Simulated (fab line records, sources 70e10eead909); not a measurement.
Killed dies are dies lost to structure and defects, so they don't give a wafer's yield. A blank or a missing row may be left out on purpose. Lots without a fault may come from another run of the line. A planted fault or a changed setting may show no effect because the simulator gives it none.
Chamber matching | flow nand_harc | NHARC_P_M1_DEP_33 on pecvd-04: 3 sister chambers
The step deposits SiCN, target thk 30 nm. 3 wafers are shown with their chamber, then 7 later ones without.

WAFERS WITH THEIR CHAMBER
wafer  | chamber | heater_power_w (W)
L084.3 | 1       | 606
L089.2 | 2       | 524
L089.3 | 0       | 552

WAFERS WITHOUT THEIR CHAMBER
wafer  | heater_power_w (W)
L089.5 | 653
L095.1 | 634
L095.2 | 530
L095.5 | 453
L097.2 | 527
L097.3 | 553
L097.6 | 561

WHICH CHAMBER EACH WENT THROUGH
wafer  | from the rows above          | in truth
L089.5 | can't be placed: 1 or 0      | 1
L095.1 | can't be placed: 1 or 0      | 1
L095.2 | can't be placed: 2 or 0      | 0
L095.5 | can't be placed: 2 or 0      | 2
L097.2 | can't be placed: 2 or 0      | 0
L097.3 | can't be placed: 0 or 2 or 1 | 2
L097.6 | can't be placed: 0 or 2 or 1 | 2
Placed correctly: 0 of 7. Can't be placed from these rows: 7 (the true chamber is among the candidates in 7). Placed wrongly: 0.
How it was worked out, from the rows above alone: a wafer's distance from a chamber is the root of the sum, over the readings, of the square of ((its reading less the chamber's mean) divided by the reading's scatter). The wafer belongs to the nearest chamber; if the next one is less than 2 further off, it can't be placed. A chamber's mean is the mean of its shown wafers. The scatter: with one shown wafer a chamber, the root of the mean of the squares of how far each hidden wafer lies from its nearest shown one.
